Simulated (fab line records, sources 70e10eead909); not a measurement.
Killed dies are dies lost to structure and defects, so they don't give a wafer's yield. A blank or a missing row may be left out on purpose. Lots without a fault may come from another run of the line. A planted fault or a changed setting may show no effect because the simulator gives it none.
Chamber matching | flow nand_harc | NHARC_A_SLIT_DEP_25 on pecvd-04: 3 sister chambers
The step deposits SiO2, target thk 200 nm. 14 wafers are shown with their chamber, then 7 later ones without.

WAFERS WITH THEIR CHAMBER
wafer  | chamber | throttle_valve_pct (%) | heater_power_w (W)
L078.1 | 2       | 16.4                   | 560
L078.2 | 0       | 16.4                   | 618
L078.3 | 1       | 15.2                   | 599
L080.1 | 1       | 15.2                   | 634
L080.2 | 0       | 16.3                   | 643
L080.6 | 0       | 16.2                   | 488
L084.2 | 1       | 15.3                   | 646
L084.3 | 2       | 16.4                   | 555
L084.6 | 0       | 16.4                   | 608
L086.1 | 2       | 16.4                   | 507
L086.2 | 1       | 15.4                   | 602
L086.5 | 1       | 15.6                   | 603
L088.2 | 1       | 15.5                   | 621
L088.4 | 0       | 16.2                   | 579

SIGNATURES (means of the wafers above)
reading            | chamber 0 | chamber 1 | chamber 2 | scatter within a chamber
throttle_valve_pct | 16.300    | 15.367    | 16.400    | 0.126
heater_power_w     | 587.20    | 617.50    | 540.67    | 40.5
Rule: a wafer's distance from a chamber is the root of the sum, over the readings, of the square of ((its reading less the chamber's mean) divided by the reading's scatter). The wafer belongs to the nearest chamber; if the next one is less than 2 further off, it can't be placed. The scatter: the root of (the sum of the squares of (reading less its chamber's mean) over the shown wafers, divided by (wafers less chambers)).

WAFERS WITHOUT THEIR CHAMBER
wafer  | throttle_valve_pct (%) | heater_power_w (W)
L088.5 | 15.3                   | 612
L091.2 | 16.8                   | 492
L091.3 | 15.4                   | 641
L091.4 | 16.5                   | 509
L096.1 | 16.2                   | 572
L096.2 | 15.2                   | 650
L096.5 | 15.0                   | 632

WHICH CHAMBER EACH WENT THROUGH
wafer  | from the rows above     | in truth
L088.5 | 1                       | 1
L091.2 | can't be placed: 2 or 0 | 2
L091.3 | 1                       | 1
L091.4 | can't be placed: 2 or 0 | 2
L096.1 | can't be placed: 0 or 2 | 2
L096.2 | 1                       | 1
L096.5 | 1                       | 1
Placed correctly: 4 of 7. Can't be placed from these rows: 3 (the true chamber is among the candidates in 3). Placed wrongly: 0.
